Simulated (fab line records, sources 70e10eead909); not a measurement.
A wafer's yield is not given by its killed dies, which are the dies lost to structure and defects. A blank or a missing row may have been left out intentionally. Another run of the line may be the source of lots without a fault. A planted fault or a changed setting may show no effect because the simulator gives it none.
fab line records    flow nand-harc
[record] lots = 6  wafers = 18  last-day = 24
route steps=1159 shown A_SLIT@797 A_SIN_REMOVE@804 A_WL_FILL@809 END@1159
lots with no fault: from the same line, run without faults
start-h: hours from the record's first day to the start of the lot's first wafer shown    wait-h: hours elapsed since this lot's preceding step    " as in the row above    L1.1+2: one row covering several wafers at once    - value missing, or start not given    * or withheld: withheld    < > ~ a bound
route shown NAME@n: names a module that has steps shown in the file, with the first one's number in the route    usual: average and standard deviation across the fault-free wafers    same: alike in all rows    chamber/n: place in a boat    sites: each site's reading    _std_site: their standard deviation    _edge_site: outer sites' mean less inner sites'    radius-mm: for every site, how far away it sits from the centre of the wafer    mask NAME#n: copy n    behind: the most recent tool/chamber to have shaped the wafer    hold: why the lot was held/for how many hours/how that ended    device: the n, p or np transistor that did not switch    end of line: at the end of the route, the tests of the same wafers    a step given without rows: its recipe and nothing more    killed: count of dies lost to structure and defects at first sort (not the wafer's yield)    map: shows each die of a wafer: x if killed, . if not, _ if none is there
set.NAME: the setting as run; set.NAME@STEP: as run at that earlier step    model.NAME: the simulator's own value behind a step, which no gauge read
certain route steps with their lots: each step a table, each wafer a row
services: from which hour (start-h, from the record's first day; less than 0 if before it) a tool's chamber was out of use, for how many hours, and why
[[steps]]
[step NHARC_A_SLIT_ETCH_26]
[recipe] bias-v = 400  source-w = 2000  pressure-mtorr = 25  time-s = 90  ar-flow-sccm = 375  c4f8-flow-sccm = 41.7  o2-flow-sccm = 83.3  target-depth-a = 4000  chemistry = C4F8/O2/Ar
[usual] chamber-pressure-mTorr = 25.001/0.026  drypump-motor-current-A = 5.8/0.48  esc-clamp-current-uA = 0.0213/0.00061  mfc-ar-sccm = 375.0/1.1  showerhead-plenum-p-Torr = 3.846/0.023  throttle-valve-pct = 27.620/0.0092
lot.wafer  tool         chamber  start-h  wait-h  chamber-pressure-mTorr  drypump-motor-current-A  esc-clamp-current-uA  mfc-ar-sccm  rf-hours-counter-h  showerhead-plenum-p-Torr  throttle-valve-pct
L532.1     har-etch-02  1        321.98   1.2     25.008                  5.2                      0.0217                375.4        175                 3.878                     27.631
L532.3     "            1        "        "       25.026                  5.2                      0.0217                373.6        -                   3.879                     27.624
L532.5     "            1        "        "       24.990                  5.2                      0.0217                374.8        -                   3.878                     27.600
L534.1     har-etch-01  1        329.68   1.2     25.025                  6.0                      0.0218                374.0        3                   3.837                     27.634
L534.4     "            0        "        "       24.995                  5.8                      0.0214                375.0        -                   3.837                     27.621
L534.6     "            1        "        "       24.985                  6.0                      0.0218                374.7        -                   3.836                     27.638
L540.1     har-etch-02  0        377.41   1.3     24.993                  6.4                      0.0205                374.2        198                 3.865                     27.620
L540.2     "            1        "        "       24.935                  5.2                      0.0217                374.6        198                 3.865                     27.618
L540.5     "            0        "        "       24.994                  6.4                      0.0204                374.9        -                   3.865                     27.613
L544.2     har-etch-02  1        401.39   1.0     25.037                  5.2                      0.0218                375.6        210                 3.858                     27.605
L544.4     "            1        "        "       24.983                  5.2                      0.0217                374.6        -                   3.858                     27.633
L544.6     "            1        "        "       25.012                  5.2                      0.0218                374.7        -                   3.858                     27.620
L548.4     har-etch-01  0        419.14   0.6     25.010                  5.8                      0.0215                376.9        -                   3.810                     27.622
L548.6     "            1        "        "       25.012                  5.9                      0.0219                374.6        -                   3.810                     27.624
L548.5     "            0        "        "       25.009                  5.8                      0.0215                377.2        -                   3.810                     27.632
L555.1     har-etch-02  0        463.30   1.3     24.974                  6.4                      0.0204                375.5        233                 3.845                     27.627
L555.4     "            1        "        "       24.999                  5.2                      0.0216                376.0        -                   3.845                     27.627
L555.5     "            0        "        "       24.990                  6.3                      0.0205                377.0        -                   3.845                     27.633
[step NHARC_A_SLIT_STRIP_28]
[recipe] o2-flow-sccm = 400  cos-flow-sccm = 20  ar-flow-sccm = 0  bias-w = 0  chemistry = O2/COS
[step NHARC_A_SLIT_ETCH_29]
[recipe] target-depth-a = 1000  overetch-a = 100  time-s = 55  ion-energy-ev = 100  cf4-flow-sccm = 80  o2-flow-sccm = 20  ar-flow-sccm = 0  rf-w = 300  bias-w = 100  chemistry = CF4/O2
[usual] chamber-pressure-mTorr = 30.004/0.028  drypump-motor-current-A = 5.8/0.4  mfc-ar-sccm = 0.004/0.0065  oes-product-au = 0.999/0.0077  rf-vpp-V = 197.2/0.88  showerhead-plenum-p-Torr = 1.302/0.027  throttle-valve-pct = 13.397/0.0095
lot.wafer  tool         chamber  start-h  wait-h  chamber-pressure-mTorr  drypump-motor-current-A  mfc-ar-sccm  oes-product-au  rf-hours-counter-h  rf-vpp-V  showerhead-plenum-p-Torr  throttle-valve-pct
L532.1     rie-diel-10  1        322.59   0.1     30.024                  5.5                      0            0.994           8                   198.4     1.310                     13.387
L532.3     "            3        "        "       30.005                  6.1                      0            0.998           8                   196.3     1.254                     13.399
L532.5     "            2        "        "       30.027                  6.0                      0.001        1.014           -                   196.1     1.311                     13.398
L534.1     rie-diel-10  0        330.30   0.1     30.027                  5.4                      0.000        0.978           9                   197.1     1.288                     13.389
L534.4     "            1        "        "       30.005                  5.5                      0            0.987           9                   196.8     1.309                     13.396
L534.6     "            1        "        "       30.034                  5.5                      0            0.994           -                   197.6     1.310                     13.398
L540.2     rie-diel-07  2        378.03   0.1     29.971                  5.2                      0.020        1.012           10                  198.1     1.333                     13.391
L540.1     "            3        "        "       30.015                  6.7                      0            0.994           10                  197.4     1.288                     13.411
L540.5     "            1        "        "       30.000                  5.6                      0            0.990           -                   198.3     1.328                     13.395
L544.2     rie-diel-10  0        401.97   0.1     29.994                  5.4                      0.000        1.006           3                   197.4     1.287                     13.398
L544.4     "            3        "        "       30.009                  6.1                      0            0.998           3                   197.2     1.253                     13.411
L544.6     "            0        "        "       29.988                  5.4                      0.000        1.006           -                   197.7     1.287                     13.374
L548.4     rie-diel-10  3        419.68   0.1     30.007                  6.1                      0            0.994           4                   195.8     1.253                     13.397
L548.5     "            1        "        "       29.968                  5.4                      0            0.994           -                   198.0     1.308                     13.393
L548.6     "            2        "        "       30.036                  6.0                      0.001        1.009           -                   198.9     1.310                     13.385
L555.4     rie-diel-07  3        463.91   0.1     30.063                  6.7                      0            0.999           5                   196.7     1.286                     13.376
L555.1     "            0        "        "       30.007                  5.8                      0.010        1.006           4                   197.3     1.293                     13.395
L555.5     "            0        "        "       30.020                  5.9                      0.010        1.003           -                   198.2     1.292                     13.402
[step NHARC_A_SLIT_STRIP_18]
[recipe] o2-flow-sccm = 500  ar-flow-sccm = 0  bias-w = 0  chemistry = O2
[usual] chamber-pressure-mTorr = 60.01/0.055  drypump-motor-current-A = 5.8/0.39  mfc-ar-sccm = 0.004/0.0063  oes-product-au = 0.998/0.0084  rf-vpp-V = 57.5/0.83  showerhead-plenum-p-Torr = 3.44/0.072  throttle-valve-pct = 17.036/0.0093
lot.wafer  tool         chamber  start-h  wait-h  chamber-pressure-mTorr  drypump-motor-current-A  mfc-ar-sccm  oes-product-au  rf-hours-counter-h  rf-vpp-V  showerhead-plenum-p-Torr  throttle-valve-pct
L532.1     rie-diel-10  0        -        -       60.04                   5.4                      0.000        0.983           8                   56.4      3.41                      17.058
L532.3     "            1        "        "       60.04                   5.5                      0            0.992           8                   57.5      3.46                      17.051
L532.5     "            0        "        "       59.95                   5.4                      0.000        0.986           -                   57.8      3.41                      17.030
L534.4     rie-diel-10  0        -        -       60.01                   5.4                      0.000        0.990           9                   58.0      3.41                      17.034
L534.1     "            2        "        "       59.90                   6.1                      0.001        0.989           8                   57.6      3.47                      17.012
L534.6     "            1        "        "       60.05                   5.5                      0            0.998           -                   57.2      3.46                      17.028
L540.2     rie-diel-07  1        -        -       60.04                   5.7                      0            0.972           9                   55.4      3.51                      17.030
L540.1     "            3        "        "       60.03                   6.7                      0            1.000           10                  56.8      3.41                      17.027
L540.5     "            0        "        "       59.97                   5.9                      0.010        1.004           -                   57.6      3.42                      17.040
L544.2     rie-diel-10  2        -        -       60.04                   6.0                      0.001        1.018           3                   58.2      3.46                      17.034
L544.4     "            3        "        "       60.03                   6.1                      0            1.011           3                   55.9      3.32                      17.031
L544.6     "            2        "        "       59.99                   6.0                      0.001        1.005           -                   57.6      3.46                      17.033
L548.4     rie-diel-10  1        -        -       59.89                   5.5                      0            1.005           4                   58.0      3.46                      17.043
L548.5     "            3        "        "       59.96                   6.1                      0            0.999           -                   58.6      3.32                      17.029
L548.6     "            0        "        "       60.05                   5.4                      0.000        1.000           -                   57.5      3.41                      17.047
L555.1     rie-diel-07  2        -        -       60.04                   5.2                      0.020        0.995           3                   56.8      3.52                      17.042
L555.4     "            3        "        "       59.90                   6.7                      0            0.997           5                   56.9      3.40                      17.046
L555.5     "            1        "        "       60.03                   5.7                      0            0.997           -                   57.4      3.51                      17.030
[step NHARC_A_SLIT_PRECLEAN_19]
[recipe] time-s = *  temp-c = 50  bath-age-min = 0  chemistry = SC1
[step NHARC_A_SLIT_SRD_20]
[step NHARC_A_SLIT_CD_MEAS_21]
[usual] cd-nm = 289.7/0.73
lot.wafer  tool       chamber  start-h  wait-h  cd-nm
L532.1     cd-sem-03  -        323.13   -       289.9
L532.3     "          -        "        "       290.0
L532.5     "          -        "        "       289.8
L534.1     cd-sem-01  -        330.84   -       288.4
L534.4     "          -        "        "       289.1
L534.6     "          -        "        "       289.5
L540.1     cd-sem-03  -        378.55   -       290.2
L540.2     "          -        "        "       290.0
L540.5     "          -        "        "       290.0
L544.2     cd-sem-01  -        402.51   -       290.3
L544.4     "          -        "        "       291.1
L544.6     "          -        "        "       290.1
L548.4     cd-sem-01  -        420.22   -       289.0
L548.5     "          -        "        "       289.6
L548.6     "          -        "        "       288.5
L555.1     cd-sem-02  -        464.44   -       289.5
L555.4     "          -        "        "       290.2
L555.5     "          -        "        "       289.5
[step NHARC_A_SIN_REMOVE_WET_00]
[recipe] temp-c = 160  time-s = 15300  chemistry = H3PO4
[step NHARC_A_SIN_REMOVE_PRECLEAN_01]
[recipe] time-s = *  temp-c = 50  bath-age-min = 0  chemistry = SC1
[step NHARC_A_SIN_REMOVE_SRD_02]
[step NHARC_A_SIN_REMOVE_INSPECT_04]
[usual] raw-defect-count = 315/90
lot.wafer  tool               chamber  start-h  wait-h  raw-defect-count
L532.1     defect-inspect-01  -        330.86   0.1     203
L532.3     "                  -        "        "       198
L532.5     "                  -        "        "       173
L534.1     defect-inspect-01  -        338.59   0.0     269
L534.4     "                  -        "        "       333
L534.6     "                  -        "        "       356
L540.1     defect-inspect-01  -        384.13   0.0     302
L540.2     "                  -        "        "       490
L540.5     "                  -        "        "       313
L544.2     defect-inspect-01  -        408.53   0.0     358
L544.4     "                  -        "        "       552
L544.6     "                  -        "        "       454
L548.4     defect-inspect-02  -        427.93   0.0     322
L548.5     "                  -        "        "       317
L548.6     "                  -        "        "       207
L555.1     defect-inspect-01  -        470.55   0.0     196
L555.4     "                  -        "        "       235
L555.5     "                  -        "        "       259
[step NHARC_A_WL_FILL_ALD_00]
[recipe] target-thk-a = 30  pulse-time-s = 3  ald-cycles = 30  temp-c = 300  material = Al2O3
[usual] ald-cycles = 30/0  heater-power-w = 456/40  precursor-pulse-height-rel = 0.999/0.017  susceptor-temp-C = 300.00/0.2
lot.wafer  tool       chamber  start-h  wait-h  ald-cycles  heater-power-w  precursor-pulse-height-rel  susceptor-temp-C
L532.1     ald-hk-02  3        331.60   0.7     30          439             1.027                       300.50
L532.3     "          1        "        "       30          452             0.981                       299.97
L532.5     "          3        "        "       30          424             1.018                       300.12
L534.1     ald-hk-01  3        338.66   0.1     30          427             0.988                       299.91
L534.4     "          2        "        "       30          501             0.993                       299.93
L534.6     "          3        "        "       30          426             1.006                       299.89
L540.1     ald-hk-01  2        384.25   0.1     25          510             1.019                       300.27
L540.2     "          3        "        "       25          441             0.995                       299.96
L540.5     "          0        "        "       25          383             0.998                       299.71
L544.2     ald-hk-01  0        408.66   0.1     25          395             1.035                       -
L544.4     "          1        "        "       25          451             0.969                       -
L544.6     "          3        "        "       25          433             0.983                       -
L548.4     ald-hk-02  3        428.02   0.1     30          436             1.015                       299.82
L548.6     "          2        "        "       30          439             0.993                       299.92
L548.5     "          3        "        "       30          439             0.994                       299.84
L555.4     ald-hk-04  2        470.62   0.1     30          427             1.015                       299.96
L555.1     "          1        "        "       30          466             0.978                       300.10
L555.5     "          3        "        "       30          524             0.968                       299.84
[step NHARC_A_WL_FILL_RTA_01]
[recipe] temp-c = 1000  time-s = 5
[usual] lamp-power-pct = 28.3/1.4  lamp_zone_5_pct = 28.3/1.4  lamp_zone_6_pct = 28.2/1.4  wafer_temp_C_max = 1005.4/1.6
lot.wafer  tool           chamber  start-h  wait-h  lamp-power-pct  lamp_zone_5_pct  lamp_zone_6_pct  wafer_temp_C_max
L532.1     rtp-anneal-01  0        331.92   -       29.6            29.6             29.5             1003.5
L532.3     "              0        "        "       29.7            29.6             29.6             1004.4
L532.5     "              0        "        "       29.6            29.6             29.6             1004.3
L534.1     rtp-anneal-01  0        339.11   -       29.6            29.6             29.5             1003.8
L534.4     "              0        "        "       29.6            29.6             29.5             1003.8
L534.6     "              0        "        "       29.6            29.6             29.5             1004.3
L540.1     rtp-anneal-02  0        384.46   -       26.8            26.7             26.7             1006.5
L540.2     "              0        "        "       26.7            26.8             26.7             1008.8
L540.5     "              0        "        "       26.7            26.7             26.7             1007.3
L544.2     rtp-anneal-02  0        409.06   -       26.7            26.7             26.7             1007.3
L544.4     "              0        "        "       26.7            26.7             26.7             1004.0
L544.6     "              0        "        "       26.7            26.7             26.7             1007.2
L548.4     rtp-anneal-01  0        428.35   -       29.6            29.6             29.6             1004.0
L548.5     "              0        "        "       29.6            29.6             29.6             1004.8
L548.6     "              0        "        "       29.6            29.6             29.5             1003.3
L555.1     rtp-anneal-01  0        471.00   -       29.6            29.6             29.6             1004.5
L555.4     "              0        "        "       29.5            29.6             29.6             1004.0
L555.5     "              0        "        "       29.6            29.7             29.6             1005.2
[step NHARC_END_SORT_01]
[recipe] temp-c = 25
[usual] killed-at-array = 29/11  killed-at-other = 0.6/0.92  killed-at-periphery = 3.2/2  killed-dies = 33/11  killed-open = 3.2/2  killed-short = 1.9/1.5
[same] gross-dies = 677
lot.wafer  tool       chamber  start-h  wait-h  killed-at-array  killed-at-other  killed-at-periphery  killed-dies  killed-open  killed-short
L540.1     prober-01  0        492.86   2.5     36               0                6                    42           3            0
L540.2     prober-01  0        493.67   2.8     37               0                1                    38           1            1
L540.5     prober-01  0        496.10   3.7     38               0                3                    41           4            0
// killed by level:class
L540.1 A_CHANNEL_HOLE_D1:chamber-film-flake=18 A_SLIT:chamber-film-flake=11 A_CONTACT:chamber-film-flake=5 P_STI:geometric-particle:open=1 P_GATE:geometric-particle:open=1 P_M2:geometric-particle:open=1 P_STI:chamber-film-flake=1 P_M2:chamber-film-flake=1
L540.2 A_CHANNEL_HOLE_D1:chamber-film-flake=17 A_SLIT:chamber-film-flake=14 A_CHANNEL_FILL_D1:chamber-film-flake=2 A_STAIRCASE:chamber-film-flake=2 P_STI:geometric-particle:open=1 A_ONON_D1:geometric-particle:short=1 A_CONTACT:chamber-film-flake=1
L540.5 A_CHANNEL_HOLE_D1:chamber-film-flake=19 A_SLIT:chamber-film-flake=13 P_STI:chamber-film-flake=2 A_CONTACT:chamber-film-flake=2 A_ONON_D1:geometric-particle:open=1 A_WL_FILL:geometric-particle:open=1 A_CONTACT:geometric-particle:open=1 A_M0:geometric-particle:open=1
[[services]]
tool           chamber  start-h  hours  kind
rtp-anneal-02  -        300.00   12.0   pm
har-etch-01    -        305.00   17.0   pm
rie-diel-10    0        308.17   -      clean
rie-diel-10    1        308.17   -      clean
rie-diel-10    2        308.17   -      clean
rie-diel-10    3        308.17   -      clean
ald-hk-02      -        318.44   13.0   repair
rie-diel-10    0        332.67   -      clean
rie-diel-10    1        332.67   -      clean
rie-diel-10    2        332.67   -      clean
rie-diel-10    3        332.67   -      clean
rie-diel-10    -        353.71   9.0    pm
rie-diel-10    0        353.71   9.0    vent-cycle
rie-diel-10    1        353.71   9.0    vent-cycle
rie-diel-10    2        353.71   9.0    vent-cycle
ald-hk-04      -        371.32   10.0   pm
rie-diel-10    1        385.89   5.1    repair
rie-diel-10    -        402.67   1.7    repair
rie-diel-07    -        405.20   9.0    pm
ald-hk-01      -        412.54   10.0   pm
rie-diel-07    2        439.63   8.1    repair
har-etch-02    -        446.36   11.7   repair
rie-diel-07    0        452.56   5.9    repair
ald-hk-02      -        458.80   10.0   pm
[[key]]
[first-sign] step = NHARC_A_WL_FILL_ALD_00  reading = ald-cycles  direction = down  sigmas = 99+  usual = 30  struck = 25
effect none on later readings
met-at NHARC_A_WL_FILL_ALD_00
struck-wafers L540.1,L540.2,L540.5,L544.2,L544.4,L544.6
tester-left-out L540,L544
onset-between 338.66 384.25
[fault] kind = process-parameter-drift  tool = ald-hk-01  chamber = -  onset-h = 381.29  steps = NHARC_A_WL_FILL_ALD_00  channel = ald-cycles  offset = -5  shape = step  end-h = 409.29  acts-in = these-recipes-only  stated = 30
// tester-left-out: of these lots the tester's yield and bins aren't shown, on N5 and GAA mostly nor the transistor test; their killed dies are dies lost to structure and defects alone, not to doping, threshold or leakage, so they don't give the yield
